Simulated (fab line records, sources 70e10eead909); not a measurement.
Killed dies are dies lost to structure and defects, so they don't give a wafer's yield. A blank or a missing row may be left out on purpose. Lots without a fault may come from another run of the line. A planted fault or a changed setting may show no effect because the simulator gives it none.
Chamber matching | flow nand_harc | NHARC_A_SGD_CUT_DESCUM_14 on rie_diel-07: 4 sister chambers
The step chemistry O2, time 3 s. 4 wafers are shown with their chamber, then 7 later ones without.

WAFERS WITH THEIR CHAMBER
wafer  | chamber | drypump_motor_current_A (A)
L076.1 | 2       | 6.5
L088.4 | 1       | 6.1
L089.2 | 3       | 5.4
L089.3 | 0       | 5.9

WAFERS WITHOUT THEIR CHAMBER
wafer  | drypump_motor_current_A (A)
L089.6 | 6.2
L092.2 | 6.2
L092.3 | 5.4
L092.5 | 6.5
L097.2 | 6.2
L097.3 | 6.5
L097.6 | 5.9

WHICH CHAMBER EACH WENT THROUGH
wafer  | from the rows above | in truth
L089.6 | 1                   | 1
L092.2 | 1                   | 1
L092.3 | 3                   | 3
L092.5 | 2                   | 2
L097.2 | 1                   | 1
L097.3 | 2                   | 2
L097.6 | 0                   | 0
Placed correctly: 7 of 7. Can't be placed from these rows: 0. Placed wrongly: 0.
How it was worked out, from the rows above alone: a wafer's distance from a chamber is the root of the sum, over the readings, of the square of ((its reading less the chamber's mean) divided by the reading's scatter). The wafer belongs to the nearest chamber; if the next one is less than 2 further off, it can't be placed. A chamber's mean is the mean of its shown wafers. The scatter: with one shown wafer a chamber, the root of the mean of the squares of how far each hidden wafer lies from its nearest shown one.
